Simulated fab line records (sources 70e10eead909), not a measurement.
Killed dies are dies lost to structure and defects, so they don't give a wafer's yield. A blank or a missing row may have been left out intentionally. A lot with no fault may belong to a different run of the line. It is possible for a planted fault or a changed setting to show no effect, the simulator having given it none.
Problem report, 8D (eight disciplines) form, completed by code	flow nand harc	the parts of the form that need people (team, actions taken, sign-off) are left out

1. THE ISSUE
raw defect count at NHARC_A_CHANNEL_HOLE_D2_INSPECT_40 reads a mean of 1142 on 6 wafers of 2 lots; wafers without a fault read 290 with a standard deviation of 75. Relative to the usual mean, that is a shift of +11 standard deviations.
First observed at day 18 18:29: wafer L959.3, on defect inspect-02. The record holds 33 wafers of 11 lots with a number at this step. Rule for "out" (also "out of limits"): further than 4 standard deviations from the usual mean. Any other wafer with a number is counted as sound.

2. WHAT IT IS, AND WHAT IT ISN'T
question	is	is not
which readings at this step	raw defect count	-
which lots	L959, L961	L948, L950, L951, L955, L964, L966, L967, L968, L969
which wafers of those lots	all that have a number	-
read on which gauges	defect inspect-01, defect inspect-02	-
when	from day 18 18:29	up to then (12 sound wafers); but 15 sound wafers of L964, L966, L967, L968, L969 came after

3. THE SUSPECTS, EACH WITH WHAT RULES IT OUT
Counting: a tool stays on the suspect list if, at a process step up to the reading, it processed all lots that are out and no sound lot following the first of them.
- ruled out: the gauge at NHARC_A_CHANNEL_HOLE_D2_INSPECT_40. 2 gauges (defect inspect-01, defect inspect-02) read the wafers that are out.
- har etch-01 at NHARC_A_CHANNEL_HOLE_D2_ETCH_20 (etches the open film in C4F8/O2/Ar, time 361.9 s, target depth 1600 nm): ruled out as a lasting fault. After its first lot that is out, L959 (day 18 13:01), sound lots L969 ran on it.
- har etch-01 at NHARC_A_CHANNEL_HOLE_D2_ETCH_22 (etches the open film in C4F8/O2/Ar, time 666.7 s, target depth 1600 nm): ruled out as a lasting fault. After its first lot that is out, L959 (day 18 13:50), sound lots L969 ran on it.
Left after counting: nothing in the record.

4. THE CAUSE (what the simulator had put in)
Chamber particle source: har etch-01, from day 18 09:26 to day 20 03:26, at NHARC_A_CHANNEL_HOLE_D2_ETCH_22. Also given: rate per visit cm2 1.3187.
It was ruled out by counting, in error; the rule expects a fault to strike all lots run on its tool from its start on, and this fault did not.

5. SEQUENCE OF EFFECTS, ordered by route
One row per reading whose mean, taken over the struck wafers that have a number, lies over 3 standard deviations from the usual. Readings are gone through only where the record gives a usual standard deviation; hours: the median, over the lots, of the time from a lot's start at the first step in this table giving one to that lot's start at this step; sigmas: the change measured in usual standard deviations.
hours	step	reading	usual	on struck wafers	change	sigmas
0	NHARC_A_CHANNEL_HOLE_D2_INSPECT_40	raw defect count	290	1142	+852	+11
285	NHARC_END_SORT_01	killed at array	58	122	+64	+3.2
285	NHARC_END_SORT_01	killed dies	63	126	+63	+3.1

6. HOW IT WOULD HAVE BEEN CAUGHT EARLIER
Counted from the fault's start at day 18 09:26, it took 9 hours until the first out-of-limits reading at a measuring or inspecting step in this record, taken at day 18 18:29.
Tool readings at NHARC_A_CHANNEL_HOLE_D2_ETCH_22 with a usual standard deviation given in the record: none out on any struck wafer, hence no alarm at a limit of 4 standard deviations on them.
